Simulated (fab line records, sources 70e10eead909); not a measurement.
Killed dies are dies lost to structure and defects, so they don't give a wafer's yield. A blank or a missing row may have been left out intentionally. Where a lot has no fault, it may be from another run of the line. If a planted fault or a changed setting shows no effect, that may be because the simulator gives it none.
fab line records	flow nandHarc
record lots=13	wafers=39	lastDay=24
route steps=1159 shown A_CONTACT@859 END@1159
lots that met no fault: from a run of the same line without faults
startH: the number of hours between the record's first day and the start of the first shown wafer of the lot	waitH: how many hours have passed since the lot's step before this one	" repeats the value in the row above	L1.1+2: a single row standing in for several wafers	- value missing, or start not given	* or withheld: withheld	< > ~ a bound
route shown NAME@n: names a module that has steps shown in the file, with the first one's number in the route	usual: mean/standard deviation of fault-free wafers	same: alike in all rows	chamber/n: place in a boat	sites: per-site readings	_std_site: how widely they spread, as a standard deviation	_edge_site: outer sites' mean less inner sites'	radiusMm: how far each site lies from the wafer's centre	mask NAME#n: copy n	behind: the last tool/chamber to shape the wafer	hold: why the lot went on hold/how many hours it stayed there/how the hold came to an end	device: whichever transistor did not switch (one of n, p or np)	end of line: tests run on the same wafers once the route is complete	a step with no rows: only its recipe	killed: at the first sort, the dies lost to defects and structure; wafer yield is something else	map: a wafer's dies, x killed, . not, _ none there
set.NAME: the setting as run; set.NAME@STEP: as run at that earlier step	model.NAME: the simulator's own value behind a step, which no gauge read
a sample of lots followed through the steps of the route, with each step as a table and each wafer as a row
services: a tool's chamber out of use, with start hour (startH, from the record's first day; less than 0 if before it), hours out, and reason
## steps
# step NHARC_A_CONTACT_ETCH_49
# recipe targetDepthA=2600	overEtchFrac=0.3	timeS=475.3	ionEnergyEv=200	n2FlowSccm=150	h2FlowSccm=150	arFlowSccm=0	rfW=400	biasW=150	chemistry=N2/H2
# usual biasW=150.0/0.42	drypumpMotorCurrentA=5.7/0.56	oesProductAu=1.006/0.014	rfVppV=429.4/2.4	showerheadPlenumPTorr=2.00/0.079	throttleValvePct=14.172/0.0081
lot.wafer	tool	chamber	startH	waitH	biasW	drypumpMotorCurrentA	oesProductAu	rfHoursCounterH	rfVppV	showerheadPlenumPTorr	throttleValvePct
L982.3	rieDiel-10	3	-	-	150.3	5.5	0.977	34	428.2	1.93	14.177
L982.1	"	0	"	"	150.0	5.3	0.979	32	430.9	2.10	14.179
L982.5	"	3	"	"	150.0	5.5	0.981	-	428.1	1.93	14.166
L984.2	rieDiel-03	2	-	-	150.1	5.2	1.002	59	433.0	2.09	14.175
L984.3	"	3	"	"	149.7	6.1	1.023	61	429.5	2.00	14.168
L984.6	"	3	"	"	150.1	6.0	1.021	-	430.1	2.01	14.175
L985.2	rieDiel-12	1	-	-	150.4	5.9	1.000	61	427.3	1.95	14.174
L985.1	"	3	"	"	150.0	5.3	1.006	57	431.7	2.07	14.179
L985.3	"	0	"	"	149.2	5.6	0.972	62	432.8	2.08	14.177
L986.4	rieDiel-03	3	-	-	150.0	6.0	1.023	65	430.2	2.00	14.178
L986.1	"	0	"	"	150.0	5.1	1.016	63	430.6	2.01	14.185
L986.6	"	1	"	"	150.3	4.9	1.004	-	431.6	2.07	14.174
L990.2	rieDiel-10	1	-	-	149.9	6.7	1.016	8	428.3	1.99	14.163
L990.6	"	3	"	"	149.6	5.5	0.993	-	425.9	1.92	14.183
L990.5	"	0	"	"	149.8	5.3	1.009	-	432.1	2.10	14.187
L989.4	rieDiel-10	0	-	-	149.6	5.3	1.012	11	431.0	2.10	14.177
L989.2	"	2	"	"	149.6	5.3	1.008	10	426.3	1.89	14.163
L989.1	"	3	"	"	149.8	5.5	0.991	10	427.0	1.92	14.170
L993.2	rieDiel-10	2	-	-	150.3	5.3	1.027	11	426.1	1.89	14.167
L993.3	"	1	"	"	149.0	6.7	1.024	12	429.2	1.99	14.168
L993.6	"	2	"	"	150.3	5.3	1.032	-	425.8	1.89	14.173
L997.1	rieDiel-10	1	-	-	149.8	6.7	1.017	18	429.7	1.99	14.170
L997.3	"	2	"	"	149.3	5.3	1.016	16	425.6	1.88	14.171
L997.4	"	0	"	"	150.3	5.3	1.022	15	432.3	2.09	14.180
L998.4	rieDiel-10	2	-	-	150.0	5.3	1.021	19	425.3	1.88	14.184
L998.5	"	3	"	"	149.3	5.5	0.984	-	426.2	1.92	14.153
L998.6	"	0	"	"	150.3	5.3	1.012	-	432.5	2.09	14.169
L100.4	rieDiel-10	0	-	-	150.1	5.3	1.012	19	432.0	2.09	14.169
L100.6	"	3	"	"	150.6	5.5	0.994	-	427.1	1.92	14.179
L100.5	"	0	"	"	149.9	5.3	1.020	-	433.2	2.09	14.166
L101.1	rieDiel-12	1	-	-	149.9	5.9	1.004	33	427.8	1.94	14.173
L101.3	"	2	"	"	149.6	6.1	0.991	33	433.5	2.12	14.172
L101.2	"	3	"	"	150.0	5.3	0.990	32	432.3	2.06	14.182
L102.3	rieDiel-10	3	-	-	149.7	5.5	0.982	22	427.0	1.92	14.173
L102.1	"	1	"	"	150.1	6.7	1.022	23	429.7	1.98	14.181
L102.2	"	2	"	"	149.9	5.3	1.005	21	427.3	1.88	14.174
L103.3	rieDiel-12	0	-	-	149.6	5.6	1.011	45	432.0	2.06	14.166
L103.4	"	3	"	"	149.4	5.3	0.996	43	431.3	2.05	14.170
L103.6	"	0	"	"	149.9	5.6	1.010	-	430.9	2.06	14.164
# step NHARC_A_CONTACT_ETCH_113
# recipe sourceW=withheld	pressureMtorr=20	biasV=3000	timeS=94	targetDepthA=9220	arFlowSccm=withheld	c4f8FlowSccm=withheld	o2FlowSccm=withheld	chemistry=C4F8/O2/Ar
lot.wafer	tool	chamber	startH	waitH	rfHoursCounterH
L982.1	harCapEtch-01	1	353.99	0.1	55
L982.3	"	0	"	"	-
L982.5	"	1	"	"	-
L984.2	harCapEtch-03	1	380.15	0.1	83
L984.3	"	0	"	"	-
L984.6	"	1	"	"	-
L985.2	harCapEtch-02	0	380.94	0.1	11
L985.1	"	1	"	"	11
L985.3	"	1	"	"	-
L986.1	harCapEtch-02	1	386.70	0.1	12
L986.4	"	1	"	"	-
L986.6	"	0	"	"	-
L990.2	harCapEtch-03	0	399.59	0.1	87
L990.6	"	0	"	"	-
L990.5	"	1	"	"	-
L989.1	harCapEtch-03	1	418.66	0.1	89
L989.2	"	0	"	"	89
L989.4	"	0	"	"	-
L993.2	harCapEtch-02	1	427.37	0.1	19
L993.3	"	0	"	"	-
L993.6	"	1	"	"	-
L997.1	harCapEtch-02	0	450.37	0.1	26
L997.3	"	1	"	"	-
L997.4	"	0	"	"	-
L998.4	harCapEtch-03	0	466.24	0.1	-
L998.6	"	0	"	"	-
L998.5	"	1	"	"	-
L100.4	harCapEtch-01	0	473.90	0.1	-
L100.5	"	0	"	"	-
L100.6	"	1	"	"	-
L101.1	harCapEtch-03	0	477.08	0.1	100
L101.2	"	1	"	"	100
L101.3	"	1	"	"	-
L102.2	harCapEtch-01	0	480.79	0.1	76
L102.1	"	1	"	"	76
L102.3	"	0	"	"	-
L103.3	harCapEtch-03	1	510.09	0.1	-
L103.4	"	0	"	"	-
L103.6	"	1	"	"	-
# step NHARC_A_CONTACT_ETCH_123
# recipe sourceW=withheld	pressureMtorr=20	biasV=400	timeS=253	targetDepthA=10900	arFlowSccm=withheld	c4f8FlowSccm=11.5	o2FlowSccm=7.2	chemistry=C4F8/O2/Ar
lot.wafer	tool	chamber	startH	waitH	rfHoursCounterH
L982.1	harCapEtch-01	1	354.94	0.1	56
L982.3	"	0	"	"	-
L982.5	"	1	"	"	-
L984.2	harCapEtch-03	1	381.10	0.1	83
L984.3	"	0	"	"	-
L984.6	"	1	"	"	-
L985.2	harCapEtch-02	0	381.84	0.1	12
L985.1	"	1	"	"	12
L985.3	"	1	"	"	-
L986.1	harCapEtch-02	1	387.85	0.1	13
L986.4	"	1	"	"	-
L986.6	"	0	"	"	-
L990.2	harCapEtch-03	0	400.80	0.1	87
L990.6	"	0	"	"	-
L990.5	"	1	"	"	-
L989.1	harCapEtch-03	1	419.57	0.1	90
L989.2	"	0	"	"	90
L989.4	"	0	"	"	-
L993.2	harCapEtch-02	1	428.32	0.1	20
L993.3	"	0	"	"	-
L993.6	"	1	"	"	-
L997.1	harCapEtch-02	0	451.32	0.1	26
L997.3	"	1	"	"	-
L997.4	"	0	"	"	-
L998.4	harCapEtch-03	0	467.22	0.2	-
L998.6	"	0	"	"	-
L998.5	"	1	"	"	-
L100.4	harCapEtch-01	0	474.88	0.2	-
L100.5	"	0	"	"	-
L100.6	"	1	"	"	-
L101.1	harCapEtch-03	0	477.98	0.1	101
L101.2	"	1	"	"	101
L101.3	"	1	"	"	-
L102.2	harCapEtch-01	0	481.70	0.1	77
L102.1	"	1	"	"	77
L102.3	"	0	"	"	-
L103.3	harCapEtch-03	1	511.07	0.2	-
L103.4	"	0	"	"	-
L103.6	"	1	"	"	-
# step NHARC_A_CONTACT_DEP_57
# recipe targetThkA=28000	tempC=400	material=aC
# usual susceptorTempC=400.00/0.2	throttleValvePct=34.998/0.0089
lot.wafer	tool	chamber	startH	waitH	susceptorTempC	throttleValvePct
L982.1	aclDep-01	0	358.72	-	400.00	34.990
L982.3	"	0	"	"	400.24	35.016
L982.5	"	0	"	"	400.19	34.988
L984.2	aclDep-01	0	383.34	-	399.97	35.015
L984.3	"	0	"	"	400.14	34.994
L984.6	"	0	"	"	400.13	34.987
L985.1	aclDep-02	0	384.33	-	400.04	34.999
L985.2	"	0	"	"	400.28	34.990
L985.3	"	0	"	"	400.15	35.011
L986.1	aclDep-02	0	389.84	-	400.09	34.994
L986.4	"	0	"	"	399.87	34.987
L986.6	"	0	"	"	399.99	35.014
L990.2	aclDep-02	0	402.97	-	399.87	34.997
L990.5	"	0	"	"	400.11	34.994
L990.6	"	0	"	"	400.11	34.995
L989.1	aclDep-02	-	421.38	-	-	-
L989.2	"	-	"	"	-	-
L989.4	"	-	"	"	-	-
L993.2	aclDep-02	-	431.03	-	-	-
L993.3	"	-	"	"	-	-
L993.6	"	-	"	"	-	-
L997.1	aclDep-02	0	453.10	-	-	35.005
L997.3	"	0	"	"	-	34.988
L997.4	"	0	"	"	-	34.995
L998.4	aclDep-02	0	471.08	-	-	35.000
L998.5	"	0	"	"	-	35.018
L998.6	"	0	"	"	-	35.009
L100.4	aclDep-03	0	479.15	-	-	35.009
L100.5	"	0	"	"	-	34.997
L100.6	"	0	"	"	-	34.999
L101.1	aclDep-02	0	480.66	-	399.95	35.011
L101.2	"	0	"	"	400.29	35.004
L101.3	"	0	"	"	400.18	34.993
L102.1	aclDep-02	0	483.48	-	399.99	35.003
L102.2	"	0	"	"	400.07	34.997
L102.3	"	0	"	"	399.80	34.980
L103.3	aclDep-02	0	513.98	-	400.05	35.003
L103.4	"	0	"	"	399.97	35.013
L103.6	"	0	"	"	399.64	34.986
# step NHARC_END_SORT_01
# recipe tempC=25
# usual defectLimitedYield=95.3/1.6	killedAtArray=28/11	killedAtOther=0.5/0.87	killedAtPeriphery=2.9/2.2	killedDies=32/11	killedOpen=3.2/1.9	killedShort=1.8/1.4	sort_bin_2_pct=1.5/0.62	sort_bin_3_pct=0.22/0.18	sort_bin_4_pct=3.0/1.1	sortNPass=645/11	sortRimYieldPct=96.1/2.4	sortYieldPct=95.3/1.6
# same grossDies=677	sort_bin_5_pct[%]=0	sort_bin_6_pct[%]=0	sort_bin_7_pct[%]=0	sort_bin_8_pct[%]=0	sortRimNGross=106.00
lot.wafer	tool	chamber	startH	waitH	defectLimitedYield[%]	killedAtArray	killedAtOther	killedAtPeriphery	killedDies	killedOpen	killedShort	sort_bin_2_pct[%]	sort_bin_3_pct[%]	sort_bin_4_pct[%]	sortNPass	sortRimYieldPct[%]	sortYieldPct[%]
L984.2	prober-02	0	448.24	2.8	95.1	27	1	5	33	4	1	2.2	0.30	2.4	644	95.3	95.1
L984.3	prober-02	0	449.05	3.1	96.6	21	1	1	23	3	1	0.6	0	2.8	654	98.1	96.6
L984.6	prober-02	0	451.46	4.0	96.8	19	0	3	22	4	3	1.6	0	1.6	655	99.1	96.8
L997.1	prober-01	0	516.31	2.6	91.6	54	1	2	57	5	1	3.0	0.59	4.9	620	92.5	91.6
L997.3	prober-01	0	517.92	3.1	91.6	52	2	3	57	2	2	2.5	0.59	5.3	620	94.3	91.6
L997.4	prober-01	0	518.72	3.4	91.6	54	0	3	57	4	3	3.0	0.30	5.2	620	94.3	91.6
L100.4	prober-01	0	545.37	3.4	96.9	15	1	5	21	4	2	0.9	0.15	2.1	656	97.2	96.9
L100.5	prober-01	0	546.18	3.7	96.3	22	0	3	25	0	2	1.0	0.15	2.5	652	97.2	96.3
L100.6	prober-01	0	546.98	4.0	97.6	12	2	2	16	0	1	0.7	0	1.6	661	98.1	97.6
# killed by level:class
L984.2 A_SLIT:chamberFilmFlake=14 A_CHANNEL_HOLE_D1:chamberFilmFlake=4 A_CONTACT:chamberFilmFlake=4 P_CONTACT:geometricParticle:open=2 P_GATE:chamberFilmFlake=2 A_STAIRCASE:chamberFilmFlake=2 A_SGD_CUT:geometricParticle:short=1 A_CONTACT:geometricParticle:open=1
L984.3 A_SLIT:chamberFilmFlake=9 A_CHANNEL_HOLE_D1:chamberFilmFlake=4 A_CONTACT:chamberFilmFlake=2 A_SOURCE_PLATE:geometricParticle:open=1 A_CHANNEL_FILL_D1:geometricParticle:open=1 A_WL_FILL:geometricParticle:short=1 A_CONTACT:geometricParticle:open=1 P_ZERO_WELL:chamberFilmFlake=1
L984.6 A_SLIT:chamberFilmFlake=9 A_CONTACT:geometricParticle:open=2 A_CHANNEL_HOLE_D1:chamberFilmFlake=2 A_CONTACT:chamberFilmFlake=2 P_GATE:geometricParticle:short=1 P_CONTACT:geometricParticle:open=1 A_CHANNEL_HOLE_D1:geometricParticle:open=1 A_SGD_CUT:geometricParticle:short=1
L997.1 A_CHANNEL_HOLE_D1:chamberFilmFlake=23 A_SLIT:chamberFilmFlake=14 A_STAIRCASE:chamberFilmFlake=9 A_ONON_D1:geometricParticle:open=2 A_STAIRCASE:geometricParticle:open=1 A_WL_FILL:geometricParticle:open=1 A_BLC:geometricParticle:open=1 STARTING-WAFER:geometricParticle:short=1
L997.3 A_CHANNEL_HOLE_D1:chamberFilmFlake=22 A_SLIT:chamberFilmFlake=21 A_STAIRCASE:chamberFilmFlake=5 P_STI:chamberFilmFlake=2 A_ONON_D1:geometricParticle:short=1 A_CHANNEL_FILL_D1:geometricParticle:short=1 A_CONTACT:geometricParticle:open=1 STARTING-WAFER:geometricParticle:open=1
L997.4 A_CHANNEL_HOLE_D1:chamberFilmFlake=18 A_SLIT:chamberFilmFlake=14 A_STAIRCASE:chamberFilmFlake=12 A_M0:chamberFilmFlake=3 A_ONON_D1:geometricParticle:open=2 P_GATE:geometricParticle:open=1 A_ONON_D1:geometricParticle:short=1 A_CHANNEL_FILL_D1:geometricParticle:short=1
L100.4 A_CHANNEL_HOLE_D1:chamberFilmFlake=9 P_GATE:chamberFilmFlake=2 A_ZERO_WELL:chamberFilmFlake=2 P_CONTACT:geometricParticle:short=1 P_CONTACT:geometricParticle:open=1 P_M0:geometricParticle:open=1 A_WL_FILL:geometricParticle:short=1 A_CONTACT:geometricParticle:open=1
L100.5 A_CHANNEL_HOLE_D1:chamberFilmFlake=15 A_CONTACT:chamberFilmFlake=3 P_CONTACT:geometricParticle:short=1 A_BLC:geometricParticle:short=1 P_STI:chamberFilmFlake=1 P_GATE:chamberFilmFlake=1 A_CHANNEL_FILL_D1:chamberFilmFlake=1 A_STAIRCASE:chamberFilmFlake=1
L100.6 A_CHANNEL_HOLE_D1:chamberFilmFlake=6 A_CHANNEL_FILL_D1:chamberFilmFlake=2 A_CONTACT:chamberFilmFlake=2 THIN_TSV:chamberFilmFlake=2 P_GATE:geometricParticle:short=1 P_GATE:chamberFilmFlake=1 A_ZERO_WELL:chamberFilmFlake=1 A_SLIT:chamberFilmFlake=1
## services
tool	chamber	startH	hours	kind
harCapEtch-03	-	330.21	0.7	repair
rieDiel-10	0	332.60	-	clean
rieDiel-10	1	332.60	-	clean
rieDiel-10	2	332.60	-	clean
rieDiel-10	3	332.60	-	clean
rieDiel-03	1	332.84	6.5	repair
rieDiel-12	1	337.97	1.2	repair
aclDep-02	-	349.46	13.0	pm
rieDiel-10	-	353.64	9.0	pm
rieDiel-10	0	353.64	9.0	ventCycle
rieDiel-10	1	353.64	9.0	ventCycle
rieDiel-10	2	353.64	9.0	ventCycle
rieDiel-10	3	353.64	9.0	ventCycle
aclDep-03	-	355.79	4.2	repair
rieDiel-12	-	379.86	9.0	pm
rieDiel-03	-	392.39	9.0	pm
aclDep-03	-	406.13	13.0	pm
rieDiel-10	0	425.60	8.0	repair
rieDiel-03	-	473.82	0.5	repair
aclDep-01	-	474.26	13.0	pm
rieDiel-10	2	474.83	1.8	repair
rieDiel-12	3	484.72	6.2	repair
rieDiel-10	1	490.87	4.7	repair
rieDiel-12	-	512.10	4.3	repair
## key
firstSign step=NHARC_A_CONTACT_DEP_57	reading=toolRecord	direction=missing
effect none on later readings
metAt NHARC_A_CONTACT_DEP_57
struckLots L989,L993
scrappedBehind NHARC_A_CONTACT_INSPECT_10 L989.1,L989.2,L989.4,L993.2,L993.3,L993.6
notActingAt NHARC_A_CONTACT_ETCH_49,NHARC_A_CONTACT_ETCH_113,NHARC_A_CONTACT_ETCH_123
onsetBetween 402.97 421.38
fault kind=skippedStepWhole	tool=aclDep-02	chamber=-	onsetH=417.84	steps=NHARC_A_CONTACT_DEP_57	scope=struckLotsOnly
